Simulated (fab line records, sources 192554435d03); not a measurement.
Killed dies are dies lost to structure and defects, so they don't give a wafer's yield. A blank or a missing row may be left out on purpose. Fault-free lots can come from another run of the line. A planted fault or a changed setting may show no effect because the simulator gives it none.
Which of the tools did it?    flow n5Finfet    24 lots with 72 wafers sampled at 5 steps, on a route of 1938 steps

== WHAT THE GAUGES READ, wafer by wafer ==
N5_BEOL_M2_INSPECT_59: inspects for defects (darkfield).
lot   measured      on                rawDefectCount
L074  day 7 03:10   defectInspect-01  72 52 73
L075  day 7 09:02   defectInspect-01  63 77 90
L076  day 7 12:17   defectInspect-02  64 51 52
L077  day 7 17:12   defectInspect-01  125 89 95
L078  day 7 19:11   defectInspect-02  56 64 62
L079  day 8 04:14   defectInspect-02  117 63 82
L080  day 8 07:43   defectInspect-02  48 38 65
L081  day 8 17:13   defectInspect-01  111 76 57
L082  day 9 01:27   defectInspect-02  38 75 68
L083  day 9 03:10   defectInspect-02  48 84 62
L084  day 9 09:22   defectInspect-02  64 60 59
L085  day 9 16:47   defectInspect-02  83 84 75
L086  day 9 19:54   defectInspect-01  64 100 85
L087  day 10 10:11  defectInspect-02  36 88 42
L088  day 10 16:19  defectInspect-01  76 51 58
L090  day 10 19:19  defectInspect-02  62 58 55
L089  day 10 19:35  defectInspect-01  79 89 121
L091  day 10 23:07  defectInspect-01  67 51 54
L092  day 11 12:22  defectInspect-02  45 63 53
L093  day 11 13:32  defectInspect-02  71 73 89
L094  day 11 19:59  defectInspect-02  63 99 61
L095  day 12 01:19  defectInspect-02  43 72 59
L096  day 12 06:05  defectInspect-02  102 79 64
L097  day 12 19:29  defectInspect-01  48 57 75

N5_BEOL_M3_OVL_MEAS_12.
lot   measured      on          M3_OVL (nm)
L074  day 7 06:58   overlay-02  -1.5 -0.4 -0.7
L075  day 7 11:58   overlay-02  0.1 0.2 -0.3
L076  day 7 13:49   overlay-01  -0.5 0.0 -0.9
L077  day 7 18:43   overlay-01  -0.4 0.0 -0.5
L078  day 7 21:49   overlay-01  -1.4 0.4 0.1
L079  day 8 06:57   overlay-01  0.6 0.1 -0.6
L080  day 8 08:37   overlay-02  0.8 -1.0 0.0
L081  day 8 18:04   overlay-01  -0.4 -1.4 -0.8
L082  day 9 03:12   overlay-02  0.4 -0.1 -1.0
L083  day 9 04:16   overlay-01  0.6 -0.4 -0.5
L084  day 9 10:20   overlay-02  -0.5 -0.1 -0.6
L085  day 9 19:50   overlay-01  0.7 0.9 0.8
L086  day 9 21:03   overlay-01  -0.4 -0.4 0.3
L087  day 10 12:16  overlay-02  0.0 -0.5 0.4
L088  day 10 19:09  overlay-02  -1.4 -1.5 -1.4
L090  day 10 19:56  overlay-02  -0.4 0.3 -0.5
L089  day 10 20:14  overlay-02  -0.8 -0.4 -0.4
L091  day 11 00:58  overlay-01  -0.6 -1.8 -0.6
L092  day 11 13:20  overlay-01  1.1 0.7 1.0
L093  day 11 16:10  overlay-01  -1.8 0.0 -1.8
L094  day 11 21:26  overlay-01  -0.5 0.5 0.0
L095  day 12 02:29  overlay-02  0.7 -0.4 0.3
L096  day 12 07:20  overlay-01  -0.2 -0.3 -0.8
L097  day 12 21:03  overlay-02  0.4 0.0 1.3

N5_BEOL_M3_CD_MEAS_28: target cd 25.7 nm, target cd y 23.3 nm.
lot   measured      on        cdNm (nm)
L074  day 7 08:17   cdSem-03  25.53 25.16 25.61
L075  day 7 13:04   cdSem-03  25.94 25.56 25.90
L076  day 7 14:39   cdSem-03  25.45 25.83 25.72
L077  day 7 19:44   cdSem-03  25.79 25.61 25.57
L078  day 7 23:10   cdSem-02  25.69 25.48 25.28
L079  day 8 07:55   cdSem-02  25.08 25.70 25.86
L080  day 8 09:27   cdSem-02  25.60 25.71 25.64
L081  day 8 19:01   cdSem-02  25.38 25.34 25.85
L082  day 9 04:02   cdSem-02  25.73 25.80 25.62
L083  day 9 05:13   cdSem-03  25.62 26.13 25.55
L084  day 9 11:10   cdSem-01  25.67 25.55 25.63
L085  day 9 20:40   cdSem-02  25.82 25.46 25.82
L086  day 9 22:01   cdSem-02  25.36 25.82 26.10
L087  day 10 13:14  cdSem-02  25.39 26.11 25.40
L088  day 10 20:07  cdSem-02  25.55 25.68 25.41
L090  day 10 20:49  cdSem-02  25.66 25.46 25.62
L089  day 10 21:12  cdSem-02  24.83 25.50 25.35
L091  day 11 01:52  cdSem-02  25.78 25.36 25.64
L092  day 11 14:17  cdSem-03  25.39 25.36 25.54
L093  day 11 17:12  cdSem-01  25.42 25.64 25.83
L094  day 11 22:23  cdSem-01  26.16 25.32 26.05
L095  day 12 03:28  cdSem-03  25.79 25.31 25.38
L096  day 12 08:18  cdSem-03  25.78 25.63 25.68
L097  day 12 22:01  cdSem-02  25.67 26.14 25.77

== WHAT TOOL EACH LOT RAN ON (gives the tool, then ch and the chambers of the sampled wafers, and finally the start) ==
lot   N5_BEOL_M2_SPUTTER_92        N5_BEOL_M2_SPUTTER_96
L074  pvdSputter-01, day 7 01:40   pvdSputter-01, day 7 02:06
L075  pvdSputter-01, day 7 04:50   pvdSputter-01, day 7 07:49
L076  pvdSputter-01, day 7 10:46   pvdSputter-01, day 7 11:12
L077  pvdSputter-02, day 7 15:40   pvdSputter-02, day 7 16:07
L078  pvdSputter-02, day 7 17:40   pvdSputter-02, day 7 18:07
L079  pvdSputter-03, day 8 02:44   pvdSputter-03, day 8 03:10
L080  pvdSputter-01, day 8 05:56   pvdSputter-01, day 8 06:23
L081  pvdSputter-03, day 8 15:41   pvdSputter-03, day 8 16:08
L082  pvdSputter-02, day 8 23:56   pvdSputter-02, day 9 00:23
L083  pvdSputter-03, day 9 01:38   pvdSputter-03, day 9 02:05
L084  pvdSputter-01, day 9 07:51   pvdSputter-01, day 9 08:17
L085  pvdSputter-03, day 9 15:13   pvdSputter-03, day 9 15:40
L086  pvdSputter-03, day 9 18:23   pvdSputter-03, day 9 18:49
L087  pvdSputter-02, day 10 08:40  pvdSputter-02, day 10 09:07
L088  pvdSputter-03, day 10 14:43  pvdSputter-03, day 10 15:09
L090  pvdSputter-01, day 10 17:44  pvdSputter-01, day 10 18:11
L089  pvdSputter-02, day 10 17:55  pvdSputter-02, day 10 18:21
L091  pvdSputter-01, day 10 21:35  pvdSputter-01, day 10 22:01
L092  pvdSputter-03, day 11 10:49  pvdSputter-03, day 11 11:16
L093  pvdSputter-02, day 11 12:00  pvdSputter-02, day 11 12:26
L094  pvdSputter-02, day 11 18:11  pvdSputter-02, day 11 18:37
L095  pvdSputter-01, day 11 23:43  pvdSputter-01, day 12 00:10
L096  pvdSputter-02, day 12 04:17  pvdSputter-02, day 12 04:43
L097  pvdSputter-01, day 12 17:48  pvdSputter-01, day 12 18:14
- N5_BEOL_M2_SPUTTER_92: material Cu, target thk 4.5 nm, time 8.29 s.
- N5_BEOL_M2_SPUTTER_96: material Cu, target thk 4.5 nm, time 8.29 s.

== WHAT THE TOOLS THEMSELVES READ (means of the sampled wafers that have a number; where no wafer has one, the mark that the record gives instead) ==
N5_BEOL_M2_SPUTTER_92.
lot   tool           throttleValvePct (%)
L074  pvdSputter-01  30.2
L075  pvdSputter-01  30.2
L076  pvdSputter-01  29.8
L077  pvdSputter-02  29.5
L078  pvdSputter-02  30.3
L079  pvdSputter-03  30.4
L080  pvdSputter-01  31.4
L081  pvdSputter-03  30.4
L082  pvdSputter-02  29.4
L083  pvdSputter-03  30.3
L084  pvdSputter-01  30.3
L085  pvdSputter-03  30.2
L086  pvdSputter-03  30.5
L087  pvdSputter-02  29.5
L088  pvdSputter-03  30.3
L090  pvdSputter-01  30.9
L089  pvdSputter-02  30.2
L091  pvdSputter-01  29.6
L092  pvdSputter-03  30.3
L093  pvdSputter-02  31.1
L094  pvdSputter-02  29.6
L095  pvdSputter-01  29.9
L096  pvdSputter-02  29.4
L097  pvdSputter-01  29.9

N5_BEOL_M2_SPUTTER_96.
lot   tool           throttleValvePct (%)
L074  pvdSputter-01  30.4
L075  pvdSputter-01  30.1
L076  pvdSputter-01  29.8
L077  pvdSputter-02  29.4
L078  pvdSputter-02  30.1
L079  pvdSputter-03  30.6
L080  pvdSputter-01  31.2
L081  pvdSputter-03  30.6
L082  pvdSputter-02  29.6
L083  pvdSputter-03  30.5
L084  pvdSputter-01  30.3
L085  pvdSputter-03  30.3
L086  pvdSputter-03  30.6
L087  pvdSputter-02  29.3
L088  pvdSputter-03  30.2
L090  pvdSputter-01  30.9
L089  pvdSputter-02  30.2
L091  pvdSputter-01  29.7
L092  pvdSputter-03  30.3
L093  pvdSputter-02  31.1
L094  pvdSputter-02  29.6
L095  pvdSputter-01  29.9
L096  pvdSputter-02  29.5
L097  pvdSputter-01  30.0

== THE ANSWER, worked out from the rows above alone ==
Rule: the usual values come from the lots themselves. Put in order of their means at a reading, lots are off if they are a third of the lots or fewer, leave a main group of 4 or more, and stand apart from it by a gap of 3 or more times the standard deviation of the main group's means; of several such gaps the widest counts. The tables above print the reading to a certain number of digits; a main group whose means all agree to those digits is not used. Also off: a lot with no number at a reading for which 4 or more lots have one. Any other lot the step has rows for is counted as sound. The gauges are gone through in route order, then the tools' own readings, and for those a lot's mean is taken as printed above. The first step at which some lot is off is used, and at that step the reading that is off furthest; a lot without a number counts as furthest.
No lot is off at any reading shown: from this, nothing can be told.

== WHAT HAD BEEN PUT IN BY THE SIMULATOR ==
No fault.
